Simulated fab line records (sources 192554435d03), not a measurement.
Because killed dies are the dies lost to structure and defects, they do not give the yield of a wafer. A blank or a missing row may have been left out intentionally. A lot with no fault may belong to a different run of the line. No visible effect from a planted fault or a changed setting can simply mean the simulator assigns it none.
fab line records | flow n5-finfet
record lots=5 | wafers=15 | last-day=17
route steps=1938 shown WELL_APT@29 BEOL_M4@1111 PASSIVATION@1936
lots untouched by any fault: they come from a run of this same line in which no faults occurred
start-h: the number of hours between the record's first day and the start of the first shown wafer of the lot | wait-h: how many hours have passed since the lot's step before this one | " unchanged from the row above | L1.1+2: a row that stands for several wafers | - no value, or no start given | * or withheld: withheld | < > ~ a bound
route shown NAME@n: names a module that has steps shown in the file, with the first one's number in the route | usual: mean/standard deviation taken from wafers without a fault | same: alike in all rows | chamber/n: place in a boat | sites: the reading at each site | _std_site: the standard deviation of these | _edge_site: outer sites' mean less inner sites' | radius-mm: how far each site lies from the wafer's centre | mask NAME#n: copy n | behind: the tool/chamber that last shaped the wafer | hold: reason for holding the lot/hours on hold/outcome of the hold | device: whichever transistor did not switch (one of n, p or np) | end of line: the tests these same wafers got at the end of their route | where a step has no rows: the recipe by itself | killed: count of dies lost to structure and defects at first sort (not the wafer's yield) | map: dies across one wafer; x = killed, . = not, _ = none there
set.NAME: the setting the step ran with; set.NAME@STEP: the setting that earlier step ran with | model.NAME: the simulator's own value behind a step, which no gauge read
lots seen at some steps along the route; tables by step, rows by wafer
services: when a tool's chamber went out of use (start-h, in hours from the record's first day, below 0 if earlier), for how many hours, and the reason
## steps
# step N5_WELL_APT_OVL_MEAS_09
# recipe points-per-wafer=44
# usual NWELL_OVL=-2/5.5
lot.wafer | tool       | chamber | start-h | wait-h | NWELL_OVL[nm]
L564.1    | overlay-02 | 0       | 25.80   | 0.0    | -13
L564.2    | "          | 0       | "       | "      | -11
L564.5    | "          | 0       | "       | "      | -9
L572.1    | overlay-02 | 0       | 73.90   | 0.0    | 2
L572.2    | "          | 0       | "       | "      | 6
L572.6    | "          | 0       | "       | "      | 2
L576.1    | overlay-02 | 0       | 97.72   | 0.0    | 0
L576.3    | "          | 0       | "       | "      | 2
L576.5    | "          | 0       | "       | "      | -3
L577.1    | overlay-02 | 0       | 103.71  | 0.0    | -2
L577.2    | "          | 0       | "       | "      | -6
L577.3    | "          | 0       | "       | "      | -2
L585.2    | overlay-02 | 0       | 151.71  | 0.0    | -3
L585.4    | "          | 0       | "       | "      | 3
L585.5    | "          | 0       | "       | "      | 8
# step N5_WELL_APT_INSPECT_10
# recipe mode=adi | inspect-instrument=macro
# usual raw-defect-count=2.1/1.7
lot.wafer | tool              | chamber | start-h | wait-h | raw-defect-count
L564.1    | defect-inspect-01 | -       | 25.83   | 0.0    | 1
L564.2    | "                 | -       | "       | "      | 1
L564.5    | "                 | -       | "       | "      | 2
L572.1    | defect-inspect-02 | -       | 73.92   | 0.0    | 3
L572.2    | "                 | -       | "       | "      | 0
L572.6    | "                 | -       | "       | "      | 2
L576.1    | defect-inspect-01 | -       | 97.74   | 0.0    | 1
L576.3    | "                 | -       | "       | "      | 0
L576.5    | "                 | -       | "       | "      | 3
L577.1    | defect-inspect-01 | -       | 103.73  | 0.0    | 3
L577.2    | "                 | -       | "       | "      | 5
L577.3    | "                 | -       | "       | "      | 0
L585.2    | defect-inspect-02 | -       | 151.73  | 0.0    | 2
L585.4    | "                 | -       | "       | "      | 1
L585.5    | "                 | -       | "       | "      | 2
# step N5_WELL_APT_DESCUM_13
# recipe chemistry=O2 | time-s=7.9 | source-power-w=50 | bias-power-w=20 | pressure-mtorr=20 | rf-frequency-hz=2.712e+07 | temp-c=40 | o2-flow-sccm=225
# usual drypump-motor-current-A=5.8/0.54 | oes-product-au=0.85/0.09 | rf-vpp-V=243.6/1.3 | showerhead-plenum-p-Torr=2.12/0.076 | throttle-valve-pct=20.47/0.26
lot.wafer | tool        | chamber | start-h | wait-h | drypump-motor-current-A | oes-product-au | rf-hours-counter-h | rf-vpp-V | showerhead-plenum-p-Torr | throttle-valve-pct
L564.1    | rie-diel-01 | 2       | 25.90   | 0.1    | 6.3                     | 0.67           | 244                | 243.4    | 2.13                     | 20.68
L564.2    | "           | 1       | "       | "      | 6.0                     | 0.96           | 12                 | 242.5    | 2.06                     | 20.78
L564.5    | "           | 0       | "       | "      | 5.2                     | 0.91           | -                  | 242.4    | 2.14                     | 20.08
L572.1    | rie-diel-03 | 2       | 73.95   | 0.0    | 5.7                     | 0.81           | 121                | 242.5    | 2.02                     | 20.38
L572.2    | "           | 1       | "       | "      | 6.6                     | 0.83           | 78                 | 244.7    | 2.12                     | 20.80
L572.6    | "           | 3       | "       | "      | 5.3                     | 0.93           | -                  | 244.8    | 2.23                     | 20.47
L576.1    | rie-diel-03 | 3       | 97.99   | 0.2    | 5.3                     | 0.91           | 38                 | 245.6    | 2.23                     | 20.52
L576.3    | "           | 2       | "       | "      | 5.8                     | 0.80           | 129                | 243.4    | 2.01                     | 20.40
L576.5    | "           | 0       | "       | "      | 5.6                     | 0.69           | -                  | 244.0    | 2.14                     | 20.59
L577.1    | rie-diel-06 | 3       | 103.77  | 0.0    | 6.8                     | 0.95           | 16                 | 244.9    | 2.22                     | 20.29
L577.2    | "           | 0       | "       | "      | 6.4                     | 0.91           | 24                 | 245.0    | 2.21                     | 19.85
L577.3    | "           | 2       | "       | "      | 5.1                     | 0.73           | 149                | 241.4    | 2.01                     | 20.62
L585.2    | rie-diel-01 | 1       | 151.77  | 0.0    | 6.0                     | 0.87           | 61                 | 239.9    | 2.05                     | 20.87
L585.4    | "           | 3       | "       | "      | 5.5                     | 0.84           | 84                 | 243.4    | 2.10                     | 20.58
L585.5    | "           | 1       | "       | "      | 6.0                     | 0.88           | -                  | 243.0    | 2.05                     | 20.86
# step N5_WELL_APT_IMPLANT_14
# recipe species=P | energy-kev=160 | dose-cm2=1.5e+13 | tilt-deg=0 | rotation-deg=0
# step N5_WELL_APT_IMPLANT_15
# recipe species=As | energy-kev=25 | dose-cm2=1.5e+13 | tilt-deg=0 | rotation-deg=0
# step N5_WELL_APT_STRIP_16
# recipe chemistry=SPM | time-s=900 | temp-c=130 | h2so4-h2o2-vol-ratio=4 | dry=ipa-marangoni
# step N5_WELL_APT_HMDS_18
# recipe time-s=60 | temp-c=120
# step N5_WELL_APT_COAT_19
# recipe spin-rpm=1357 | resist-thk-nm=950
# step N5_WELL_APT_EBR_21
# recipe solvent=PGMEA | ebr-width-mm=1.5
# step N5_WELL_APT_SOFTBAKE_20
# recipe temp-c=130 | time-s=60
# step N5_WELL_APT_EXPOSE_22
# recipe mask-id=PWELL | na=0.8 | source-shape=conventional | sigma-outer=0.8 | polarization=unpolarized | defocus-nm=0 | target-cd-nm=200 | dose-mj=23.2
# step N5_WELL_APT_PEB_23
# recipe peb-temp-c=130 | peb-time-s=90
# step N5_WELL_APT_DEVELOP_24
# recipe develop-time-s=45 | rinse-liquid=surfactant-rinse | dry=air-spin | dev-temp-c=21
# usual exhaust-pa=45.0/0.82
lot.wafer | tool           | chamber | start-h | wait-h | exhaust-pa | model.WELL_APT.cd-nm
L564.1    | litho-track-02 | 0       | 26.82   | -      | 45.9       | 202.1
L564.2    | "              | 0       | "       | "      | 44.2       | 202
L564.5    | "              | 0       | "       | "      | 44.9       | 201.7
L572.1    | litho-track-04 | 0       | 75.00   | -      | 46.3       | 199.4
L572.2    | "              | 0       | "       | "      | 44.7       | 199.9
L572.6    | "              | 0       | "       | "      | 45.9       | 200.6
L576.1    | litho-track-04 | 0       | 98.92   | -      | 44.5       | 201.4
L576.3    | "              | 0       | "       | "      | 44.5       | 203.3
L576.5    | "              | 0       | "       | "      | 44.3       | 202.4
L577.1    | litho-track-05 | 0       | 104.70  | -      | 46.5       | 201
L577.2    | "              | 0       | "       | "      | 45.3       | 198.3
L577.3    | "              | 0       | "       | "      | 46.4       | 200.1
L585.2    | litho-track-05 | 0       | 152.84  | -      | 44.4       | 200.2
L585.4    | "              | 0       | "       | "      | 44.8       | 202
L585.5    | "              | 0       | "       | "      | 44.8       | 200.3
# step N5_WELL_APT_HARDBAKE_29
# recipe temp-c=130 | time-s=120
# step N5_BEOL_M4_RC_MEAS_101
# usual DIBL_N=37.2/1.8 | DIBL_P=37.5/2.5 | IOFF_N=0.17/0.038 | IOFF_P=0.24/0.046 | ION_N=681/13 | ION_P=469/8.5 | SS_N=71.7/0.6 | SS_P=73.6/0.69 | VT_N=249/3.4 | VT_P=-248/3.6
lot.wafer | tool      | chamber | start-h | wait-h | DIBL_N[mV/V] | DIBL_P[mV/V] | IOFF_N[nA/um] | IOFF_P[nA/um] | ION_N[uA/um] | ION_P[uA/um] | SS_N[mV/dec] | SS_P[mV/dec] | VT_N[mV] | VT_P[mV]
L564.1    | prober-01 | 0       | 186.72  | 0.0    | 38.5         | 41.5         | 0.19          | 0.30          | 678          | 472          | 72.8         | 74.3         | 249      | -245
L564.2    | "         | 0       | "       | "      | 38.7         | 41.4         | 0.21          | 0.32          | 701          | 480          | 72.2         | 74.5         | 245      | -243
L564.5    | "         | 0       | "       | "      | 39.0         | 41.1         | 0.21          | 0.31          | 681          | 472          | 72.3         | 74.0         | 245      | -242
L572.1    | prober-02 | 0       | 234.63  | 0.0    | 38.2         | 37.3         | 0.18          | 0.23          | 683          | 467          | 71.4         | 74.2         | 246      | -250
L572.2    | "         | 0       | "       | "      | 37.3         | 36.3         | 0.16          | 0.21          | 679          | 464          | 71.2         | 72.9         | 249      | -249
L572.6    | "         | 0       | "       | "      | 38.7         | 38.4         | 0.20          | 0.25          | 698          | 475          | 71.9         | 74.3         | 247      | -249
L576.1    | prober-01 | 0       | 254.31  | 0.0    | 35.1         | 33.8         | 0.13          | 0.19          | 674          | 465          | 71.8         | 73.2         | 254      | -252
L576.3    | "         | 0       | "       | "      | 37.1         | 37.0         | 0.17          | 0.25          | 683          | 470          | 72.0         | 74.0         | 250      | -248
L576.5    | "         | 0       | "       | "      | 38.2         | 37.9         | 0.19          | 0.25          | 691          | 473          | 72.3         | 74.2         | 249      | -249
L577.1    | prober-02 | 0       | 261.97  | 0.0    | 38.4         | 40.1         | 0.19          | 0.29          | 692          | 481          | 72.0         | 74.0         | 250      | -243
L577.2    | "         | 0       | "       | "      | 39.9         | 40.7         | 0.23          | 0.32          | 688          | 471          | 72.7         | 74.0         | 243      | -244
L577.3    | "         | 0       | "       | "      | 39.4         | 40.1         | 0.22          | 0.31          | 692          | 479          | 71.8         | 73.6         | 245      | -243
L585.2    | prober-02 | 0       | 298.54  | 0.2    | 35.9         | 35.8         | 0.14          | 0.22          | 668          | 462          | 72.0         | 74.1         | 253      | -250
L585.4    | "         | 0       | "       | "      | 35.2         | 34.7         | 0.13          | 0.19          | 667          | 463          | 71.9         | 72.3         | 252      | -253
L585.5    | "         | 0       | "       | "      | 35.5         | 35.1         | 0.13          | 0.20          | 670          | 457          | 71.6         | 72.6         | 252      | -249
# step N5_PASSIVATION_PROBE_49
# usual defect-limited-yield=91.2/1.4 | killed_at_M0_to_M3=32/10 | killed_at_M4_up=14/6.2 | killed-at-contacts=12/6.3 | killed-at-front-end=42/13 | killed-at-other=4/3.4 | killed-dies=104/17 | killed-open=67/12 | killed-short=34/8.1 | sort_bin_5_function=5.2/0.93 | sort_bin_6_memory=3.2/0.65 | sort-n-pass=1075/16 | sort-yield-pct=91.1/1.4
# same gross-dies=1180 | killed-at-back-side=0 | sort_bin_4_leakage[%]=0 | sort_bin_8_speed[%]=0
lot.wafer | tool      | chamber | start-h | wait-h | defect-limited-yield[%] | killed_at_M0_to_M3 | killed_at_M4_up | killed-at-contacts | killed-at-front-end | killed-at-other | killed-dies | killed-open | killed-short | sort_bin_5_function[%] | sort_bin_6_memory[%] | sort-n-pass | sort-yield-pct[%]
L572.1    | prober-01 | -       | 337.72  | 0.0    | 90.1                    | 21                 | 28              | 24                 | 42                  | 2               | 117         | 77          | 34           | 5.8                    | 3.6                  | 1063        | 90.1
L576.3    | prober-01 | -       | 350.44  | 0.1    | 87.8                    | 70                 | 20              | 21                 | 33                  | 0               | 144         | 103         | 41           | 7.2                    | 4.5                  | 1036        | 87.8
L577.1    | prober-02 | -       | 360.50  | 0.0    | 91.8                    | 26                 | 20              | 8                  | 36                  | 7               | 97          | 56          | 37           | 4.5                    | 3.1                  | 1083        | 91.8
L577.2    | prober-02 | -       | 360.55  | 0.1    | 90.9                    | 28                 | 15              | 16                 | 45                  | 3               | 107         | 66          | 40           | 5.6                    | 3.1                  | 1073        | 90.9
L577.3    | prober-02 | -       | 360.60  | 0.1    | 92.2                    | 15                 | 12              | 16                 | 49                  | 0               | 92          | 55          | 33           | 4.7                    | 3.1                  | 1088        | 92.2
L585.2    | prober-02 | -       | 402.38  | 0.1    | 91.8                    | 28                 | 12              | 7                  | 42                  | 8               | 97          | 58          | 32           | 4.9                    | 2.6                  | 1083        | 91.8
L585.4    | prober-02 | -       | 402.48  | 0.2    | 93.6                    | 30                 | 11              | 2                  | 27                  | 5               | 75          | 47          | 22           | 3.6                    | 2.2                  | 1105        | 93.6
L585.5    | prober-02 | -       | 402.53  | 0.2    | 91.4                    | 32                 | 16              | 3                  | 37                  | 13              | 101         | 56          | 39           | 4.8                    | 2.8                  | 1079        | 91.4
# killed by level:class
L572.1 MOL_CONTACT_COAG:geometric-particle:open=18 BEOL_M4:geometric-particle:open=13 FIN_SAQP:geometric-particle:open=9 GATE_CUT:geometric-particle:short=9 MOL_CONTACT_COAG:geometric-particle:short=6 BEOL_M1:geometric-particle:open=6 STI_FIN_REVEAL:geometric-particle:open=5 BEOL_M2:geometric-particle:open=5
L576.3 BEOL_M1:geometric-particle:open=32 MOL_CONTACT_COAG:geometric-particle:short=11 MOL_CONTACT_COAG:geometric-particle:open=10 BEOL_M0_SAQP:geometric-particle:open=9 BEOL_M2:geometric-particle:open=8 FIN_SAQP:geometric-particle:open=7 BEOL_M4:geometric-particle:open=7 BEOL_M0_SAQP:geometric-particle:short=7
L577.1 BEOL_M1:geometric-particle:open=9 MOL_CONTACT_COAG:geometric-particle:open=7 GATE_CUT:geometric-particle:short=6 BEOL_M5:geometric-particle:open=6 FIN_SAQP:geometric-particle:open=5 FIN_SAQP:geometric-particle:short=5 DUMMY_GATE:geometric-particle:open=5 BEOL_M3:geometric-particle:open=5
L577.2 FIN_SAQP:geometric-particle:open=16 FIN_SAQP:geometric-particle:short=15 BEOL_M1:geometric-particle:open=11 MOL_CONTACT_COAG:geometric-particle:open=9 MOL_CONTACT_COAG:geometric-particle:short=7 GATE_CUT:geometric-particle:short=5 BEOL_M4:geometric-particle:open=5 BEOL_M2:geometric-particle:open=4
L577.3 MOL_CONTACT_COAG:geometric-particle:open=14 FIN_SAQP:geometric-particle:open=9 STI_FIN_REVEAL:geometric-particle:short=9 STI_FIN_REVEAL:geometric-particle:open=9 FIN_SAQP:geometric-particle:short=7 GATE_CUT:geometric-particle:short=5 BEOL_M0_SAQP:geometric-particle:short=4 BEOL_M2:geometric-particle:open=4
L585.2 STI_FIN_REVEAL:geometric-particle:open=12 BEOL_M0_SAQP:geometric-particle:short=11 BEOL_M4:geometric-particle:open=8 DUMMY_GATE:geometric-particle:open=7 STI_FIN_REVEAL:geometric-particle:short=5 MOL_CONTACT_COAG:geometric-particle:open=5 HKMG_FIN:area-etch=5 BEOL_M0_SAQP:geometric-particle:open=4
L585.4 STI_FIN_REVEAL:geometric-particle:open=13 BEOL_M0_SAQP:geometric-particle:short=9 BEOL_M0_SAQP:geometric-particle:open=6 HKMG_FIN:area-etch=5 BEOL_M0:geometric-particle:open=4 BEOL_M3:geometric-particle:open=4 BEOL_M4:geometric-particle:open=4 DUMMY_GATE:geometric-particle:open=3
L585.5 BEOL_M0_SAQP:geometric-particle:short=10 BEOL_M4:geometric-particle:open=8 STI_FIN_REVEAL:geometric-particle:open=7 BEOL_M0:geometric-particle:open=7 BEOL_M0_SAQP:geometric-particle:open=6 GATE_CUT:geometric-particle:short=5 STARTING-WAFER:geometric-particle:open=5 FIN_SAQP:geometric-particle:short=4
## services
tool        | chamber | start-h | hours | kind
rie-diel-06 | 1       | 3.13    | -     | clean
rie-diel-06 | 1       | 3.13    | -     | consumable-replace:focus-ring
rie-diel-06 | 1       | 3.13    | 24.0  | scheduled-down
rie-diel-06 | 1       | 3.13    | 24.0  | vent-cycle
rie-diel-06 | 0       | 27.37   | -     | clean
rie-diel-06 | 0       | 27.37   | -     | consumable-replace:focus-ring
rie-diel-06 | 0       | 27.37   | -     | consumable-replace:showerhead
rie-diel-06 | 0       | 27.37   | 19.8  | scheduled-down
rie-diel-06 | 0       | 27.37   | 19.8  | vent-cycle
rie-diel-01 | 3       | 43.34   | 2.7   | repair
rie-diel-06 | 3       | 47.18   | -     | clean
rie-diel-01 | 2       | 50.19   | 4.4   | repair
rie-diel-01 | 2       | 54.60   | -     | clean
rie-diel-01 | 2       | 54.60   | -     | consumable-replace:focus-ring
rie-diel-01 | 2       | 54.60   | 19.1  | scheduled-down
rie-diel-01 | 2       | 54.60   | 19.1  | vent-cycle
rie-diel-03 | 1       | 57.35   | 3.9   | repair
rie-diel-01 | -       | 69.10   | 10.0  | pm
rie-diel-03 | 0       | 112.82  | -     | clean
rie-diel-03 | 0       | 112.82  | -     | consumable-replace:focus-ring
rie-diel-03 | 0       | 112.82  | 19.3  | scheduled-down
rie-diel-03 | 0       | 112.82  | 19.3  | vent-cycle
rie-diel-06 | -       | 128.22  | 14.6  | pm
rie-diel-06 | -       | 142.82  | 4.3   | pm
## key
first-sign none at tools or gauges
model-effect step=N5_WELL_APT_DEVELOP_24 | value=WELL_APT.cd-nm | without=198.8 | struck=202.4
met-at N5_WELL_APT_DEVELOP_24
struck-wafers L576.1,L576.3,L576.5
loop-trim step=N5_WELL_APT_EXPOSE_22 | setting=dose | lots=L576
onset-between 75.00 98.92
also-fits N5_WELL_APT_DESCUM_13:rie-diel-03
fault kind=process-parameter-drift | tool=litho-track-04 | chamber=- | onset-h=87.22 | steps=N5_WELL_APT_DEVELOP_24 | channel=develop-time-s | offset=* | shape=step | end-h=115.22 | acts-in=* | stated=*
# loop-trim: a control loop set the setting to another value than it would have without faults
